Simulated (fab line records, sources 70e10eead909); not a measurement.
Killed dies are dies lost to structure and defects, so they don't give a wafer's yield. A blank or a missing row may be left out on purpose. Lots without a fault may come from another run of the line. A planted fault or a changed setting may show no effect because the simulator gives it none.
fab line records    flow nand_harc    part 2 of 2: steps 30 to 41 of 41
record: lots: 5  wafers: 15  last_day: 33
route steps=1302 shown P_GATE@189 P_CONTACT@217
lots that met no fault: taken from a fault-free run of the same line
start_h: hours from the record's opening day to when the first of the lot's shown wafers began    wait_h: time in hours since the lot's previous step    " same as the row above    L1.1+2: a row that stands for several wafers    - either no value or no given start    * or withheld: withheld    < > ~ a bound
route shown NAME@n: names a module that has steps shown in the file, with the first one's number in the route    usual: mean/standard deviation taken from wafers without a fault    same: alike in all rows    chamber/n: place in a boat    sites: readings site by site    _std_site: how widely they spread, as a standard deviation    _edge_site: the outer-site mean with the inner-site mean subtracted    radius_mm: how far each site lies from the wafer's centre    mask NAME#n: copy n    behind: the last tool/chamber to shape the wafer    hold: why the lot was held/for how many hours/how that ended    device: which transistor (n, p or np) failed to switch    end of line: tests of these same wafers at the route's end    a step given without rows: its recipe and nothing more    killed: dies lost to structure and defects at the first sort, not the wafer's yield    map: dies across one wafer; x = killed, . = not, _ = none there
set.NAME: setting as actually run; set.NAME@STEP: the setting as run at that earlier step    model.NAME: the simulator's own value behind a step, which no gauge read
a table for each step, a row for each wafer; lots at some steps of the route
services: when a tool's chamber went out of use (start_h, in hours from the record's first day, below 0 if earlier), for how many hours, and the reason
== steps ==
step: NHARC_P_CONTACT_DEP_00
recipe: target_thk_a: 5000  temp_c: 400  pressure_torr: 6.5  rf_w: 900  teos_flow_sccm: 161.4  flow_sccm: 2650  target_thk_nm: 500  gas: O2  material: SiO2
usual: flow_sccm: 2650/6.6  heater_power_outer_w: 283/65  heater_power_w: 527/96  susceptor_temp_C: 400.01/0.21  throttle_valve_pct: 15.9/0.54
lot.wafer  tool      chamber  start_h  wait_h  flow_sccm  heater_power_outer_w  heater_power_w  susceptor_temp_C  throttle_valve_pct
L075.1     pecvd-04  2        -        -       2657       136                   332             400.11            16.0
L075.6     "         2        "        "       2652       153                   356             399.94            16.0
L075.4     "         1        "        "       2643       291                   541             399.98            16.6
L088.2     pecvd-02  2        -        -       2655       341                   560             400.15            15.8
L088.6     "         2        "        "       2650       342                   564             399.96            15.9
L088.5     "         1        "        "       2663       186                   345             400.32            14.6
L089.5     pecvd-01  1        -        -       2649       311                   578             399.87            15.8
L089.4     "         2        "        "       2660       318                   591             399.87            15.9
L089.6     "         0        "        "       2656       287                   547             400.25            16.0
L090.2     pecvd-02  1        -        -       2643       224                   396             400.21            14.7
L090.6     "         2        "        "       2651       351                   574             400.08            15.6
L090.5     "         1        "        "       2642       240                   427             400.01            14.4
L097.2     pecvd-01  0        342.76   0.3     2650       360                   635             400.16            15.4
L097.3     "         1        "        "       2651       246                   489             400.14            15.6
L097.4     "         0        "        "       2655       372                   669             400.10            15.7
step: NHARC_P_CONTACT_CMP_01
recipe: target_thk_nm: 200  material: SiO2
usual: motor_current_A: 12.0/1.2
lot.wafer  tool    chamber  start_h  wait_h  motor_current_A
L075.1     cmp-02  2        125.09   -       11.7
L075.4     "       3        "        "       10.2
L075.6     "       1        "        "       13.6
L088.2     cmp-04  2        265.74   -       12.3
L088.6     "       3        "        "       10.3
L088.5     "       0        "        "       11.3
L089.4     cmp-01  2        269.99   -       12.6
L089.6     "       0        "        "       11.8
L089.5     "       1        "        "       14.0
L090.2     cmp-01  2        273.07   -       12.5
L090.6     "       0        "        "       11.2
L090.5     "       1        "        "       14.7
L097.2     cmp-02  2        343.30   0.5     11.9
L097.4     "       3        "        "       10.8
L097.3     "       1        "        "       13.5
step: NHARC_P_CONTACT_SRD_03
lot.wafer   tool          chamber  start_h  wait_h
L075.6+4+1  wet_bench-02  3,4,5    125.34   0.0
L088.2+6+5  wet_bench-07  0,4,5    265.96   0.0
L089.6+5+4  wet_bench-09  3,5,6    270.25   0.0
L090.5+6+2  wet_bench-07  0,3,4    273.32   0.0
L097.3+4+2  wet_bench-02  5,6,7    343.60   0.0
step: NHARC_P_CONTACT_DEHYDRATE_04
recipe: temp_c: 150  time_s: 120
usual: heater_power_total_W: 182.6/1.3
lot.wafer  tool            chamber  start_h  wait_h  heater_power_total_W
L075.1     litho_track-01  0        125.42   0.1     181.5
L075.4     "               0        "        "       182.1
L075.6     "               0        "        "       181.8
L088.2     litho_track-01  0        266.05   0.1     181.6
L088.5     "               0        "        "       182.1
L088.6     "               0        "        "       184.3
L089.4     litho_track-04  0        270.32   0.1     182.5
L089.5     "               0        "        "       180.5
L089.6     "               0        "        "       183.7
L090.2     litho_track-06  0        273.40   0.1     182.8
L090.5     "               0        "        "       180.5
L090.6     "               0        "        "       180.5
L097.2     litho_track-01  0        343.68   0.1     180.6
L097.3     "               0        "        "       183.0
L097.4     "               0        "        "       181.8
step: NHARC_P_CONTACT_HMDS_05
recipe: time_s: 30
lot.wafer   tool            chamber  start_h  wait_h
L075.1+4+6  litho_track-01  0        -        -
L088.2+5+6  litho_track-01  0        -        -
L089.4+5+6  litho_track-04  0        -        -
L090.2+5+6  litho_track-06  0        -        -
L097.2+3+4  litho_track-01  0        -        -
step: NHARC_P_CONTACT_COAT_33
recipe: temp_c: 260  time_s: 75
usual: heater_power_total_W: 486.8/1.6
lot.wafer  tool            chamber  start_h  wait_h  heater_power_total_W
L075.1     litho_track-01  0        -        -       486.7
L075.4     "               0        "        "       484.9
L075.6     "               0        "        "       485.3
L088.2     litho_track-01  0        -        -       484.9
L088.5     "               0        "        "       488.3
L088.6     "               0        "        "       488.7
L089.4     litho_track-04  0        -        -       485.4
L089.5     "               0        "        "       484.8
L089.6     "               0        "        "       484.6
L090.2     litho_track-06  0        -        -       484.7
L090.5     "               0        "        "       486.5
L090.6     "               0        "        "       485.0
L097.2     litho_track-01  0        -        -       488.5
L097.3     "               0        "        "       484.8
L097.4     "               0        "        "       486.7
step: NHARC_P_CONTACT_COAT_34
recipe: temp_c: 225  time_s: 65
usual: heater_power_total_W: 446.7/2.1
lot.wafer  tool            chamber  start_h  wait_h  heater_power_total_W
L075.1     litho_track-01  0        -        -       444.0
L075.4     "               0        "        "       444.0
L075.6     "               0        "        "       444.0
L088.2     litho_track-01  0        -        -       448.2
L088.5     "               0        "        "       444.9
L088.6     "               0        "        "       444.0
L089.4     litho_track-04  0        -        -       448.0
L089.5     "               0        "        "       448.2
L089.6     "               0        "        "       444.0
L090.2     litho_track-06  0        -        -       444.1
L090.5     "               0        "        "       448.9
L090.6     "               0        "        "       444.0
L097.2     litho_track-01  0        -        -       445.5
L097.3     "               0        "        "       444.0
L097.4     "               0        "        "       449.6
step: NHARC_P_CONTACT_COAT_06
recipe: spin_rpm: 1500  resist_thk_nm: 90
lot.wafer   tool            chamber  start_h  wait_h
L075.1+4+6  litho_track-01  0        -        -
L088.2+5+6  litho_track-01  0        -        -
L089.4+5+6  litho_track-04  0        -        -
L090.2+5+6  litho_track-06  0        -        -
L097.2+3+4  litho_track-01  0        -        -
step: NHARC_P_CONTACT_SOFTBAKE_07
recipe: temp_c: 105  time_s: 55
usual: heater_power_total_W: 188.45/0.13
lot.wafer  tool            chamber  start_h  wait_h  heater_power_total_W
L075.1     litho_track-01  0        -        -       188.54
L075.4     "               0        "        "       188.32
L075.6     "               0        "        "       188.39
L088.2     litho_track-01  0        -        -       188.32
L088.5     "               0        "        "       188.38
L088.6     "               0        "        "       188.34
L089.4     litho_track-04  0        -        -       188.38
L089.5     "               0        "        "       188.26
L089.6     "               0        "        "       188.45
L090.2     litho_track-06  0        -        -       188.36
L090.5     "               0        "        "       188.66
L090.6     "               0        "        "       188.33
L097.2     litho_track-01  0        -        -       188.37
L097.3     "               0        "        "       188.41
L097.4     "               0        "        "       188.35
step: NHARC_P_CONTACT_EBR_08
lot.wafer   tool            chamber  start_h  wait_h
L075.1+4+6  litho_track-01  0        -        -
L088.2+5+6  litho_track-01  0        -        -
L089.4+5+6  litho_track-04  0        -        -
L090.2+5+6  litho_track-06  0        -        -
L097.2+3+4  litho_track-01  0        -        -
step: NHARC_P_CONTACT_EXPOSE_09
recipe: na: 1.35  target_cd_nm: 90  dose_mj: 81.26  mask_id: P_CA
lot.wafer   tool             chamber  start_h  wait_h  mask
L075.1+4+6  arfi_scanner-01  0        125.73   -       P_CA#0
L088.2+5+6  arfi_scanner-01  0        266.23   -       P_CA#0
L089.4+5+6  arfi_scanner-02  0        270.65   -       P_CA#0
L090.2+5+6  arfi_scanner-01  0        273.72   -       P_CA#0
L097.2+3+4  arfi_scanner-02  0        343.87   -       P_CA#0
step: NHARC_P_CONTACT_PEB_10
recipe: peb_temp_c: 100  peb_time_s: 65
usual: heater_power_total_W: 156.6/0.43
lot.wafer  tool            chamber  start_h  wait_h  heater_power_total_W
L075.1     litho_track-04  0        125.79   0.1     157.2
L075.4     "               0        "        "       156.3
L075.6     "               0        "        "       155.9
L088.2     litho_track-04  0        266.29   0.1     156.3
L088.5     "               0        "        "       156.4
L088.6     "               0        "        "       156.3
L089.4     litho_track-01  0        270.70   0.0     157.1
L089.5     "               0        "        "       156.4
L089.6     "               0        "        "       156.1
L090.2     litho_track-01  0        273.77   0.1     156.5
L090.5     "               0        "        "       157.2
L090.6     "               0        "        "       157.1
L097.2     litho_track-04  0        343.93   0.1     157.1
L097.3     "               0        "        "       156.1
L097.4     "               0        "        "       156.8
== services ==
tool             chamber  start_h  hours  kind
litho_track-05   -        124.00   7.0    pm
pvd_sputter-01   -        128.80   3.5    repair
wet_bench-03     -        137.92   1.4    repair
implanter-02     -        146.08   13.0   pm
litho_track-01   -        155.00   7.0    pm
plasma_asher-01  -        165.00   9.0    pm
pvd_sputter-03   -        170.05   10.0   pm
implanter-02     -        174.52   2.1    repair
litho_track-06   -        179.00   7.0    pm
litho_track-04   -        203.00   7.0    pm
wet_bench-03     -        210.40   8.0    pm
pvd_sputter-01   -        226.01   10.0   pm
litho_track-02   -        227.00   7.0    pm
wet_bench-04     -        227.20   8.0    pm
plasma_asher-02  -        249.13   9.0    pm
litho_track-07   -        251.00   7.0    pm
plasma_asher-01  -        252.06   12.9   repair
pvd_sputter-03   -        273.05   12.4   repair
litho_track-05   -        299.00   7.0    pm
plasma_asher-01  -        304.41   2.6    repair
pvd_sputter-01   -        309.76   10.0   repair
litho_track-01   -        330.00   7.0    pm
pvd_sputter-01   -        338.50   2.5    repair
plasma_asher-01  -        342.00   9.0    pm
